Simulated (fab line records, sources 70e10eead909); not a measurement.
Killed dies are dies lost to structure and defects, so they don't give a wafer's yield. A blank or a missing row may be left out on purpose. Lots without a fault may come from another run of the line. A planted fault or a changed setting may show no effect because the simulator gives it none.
A struck lot beside a sound one | flow nand_harc | 14 steps out of a route of 1159
Sound: wafers L283.2, L283.3, L283.6. Struck: wafers L273.1, L273.3, L273.6. The cause comes at the end.
At each step with rows: each side's tool, then ch and its chambers, then its first start. Under that, the readings that differ: sound wafers | struck wafers | difference of the means | sigmas: that difference in standard deviations of wafers without a fault.
alike: readings whose means differ by less than 2 such deviations, and words and numbers that are the same on both sides. not compared: withheld readings, readings that some wafer has no value for, bounds like >300 that may hide the same value, and numbers for which the record gives no deviation and whose values overlap.
The two part at a step that has a row with sigmas, a row that says differs or no value, or rows on one side only. Numbers that don't overlap but have no deviation are shown without sigmas and don't part them. A reading that every wafer of one side lacks parts them only if that side has two wafers or more.

first, 1 step without rows for these wafers: NHARC_P_ZERO_WELL_HARDBAKE_25 (time 80 s).
NHARC_P_ZERO_WELL_DESCUM_26: chemistry O2, time 3 s.
  sound on rie_diel-07 ch 1,2,3, day 6 14:45; struck on rie_diel-01 ch 1,2, day 4 02:32
  alike: drypump_motor_current_A, oes_product_au, rf_vpp_V, showerhead_plenum_p_Torr, throttle_valve_pct
  not compared: rf_hours_counter_h
then, 10 steps without rows for these wafers: NHARC_P_ZERO_WELL_IMPLANT_27; NHARC_P_ZERO_WELL_IMPLANT_57; NHARC_P_ZERO_WELL_IMPLANT_58; NHARC_P_ZERO_WELL_STRIP_28 (strips in SPM, time 840 s); NHARC_P_ZERO_WELL_DEHYDRATE_29 (time 120 s); NHARC_P_ZERO_WELL_HMDS_30 (time 30 s); NHARC_P_ZERO_WELL_COAT_31; NHARC_P_ZERO_WELL_SOFTBAKE_32 (time 95 s); NHARC_P_ZERO_WELL_EBR_33; NHARC_P_ZERO_WELL_EXPOSE_34 (exposes mask P PWELL, target cd 720 nm).
NHARC_P_ZERO_WELL_PEB_35: peb time 85 s.
  sound on litho_track-07 ch 0, day 6 16:07; struck on litho_track-03, day 4 03:48
  no value came back on the struck wafers for chill_plate_temp_C (C), exhaust_pa (Pa), peb_time_s (s), resist_line_temp_C (C); on the sound wafers chill_plate_temp_C (C) reads 23.05 23.02 23.04
then, 1 step without rows for these wafers: NHARC_P_ZERO_WELL_DEVELOP_36 (time 70 s).

WHERE THEY PART
Only at NHARC_P_ZERO_WELL_PEB_35, within this record.

WHY: what the simulator had put in
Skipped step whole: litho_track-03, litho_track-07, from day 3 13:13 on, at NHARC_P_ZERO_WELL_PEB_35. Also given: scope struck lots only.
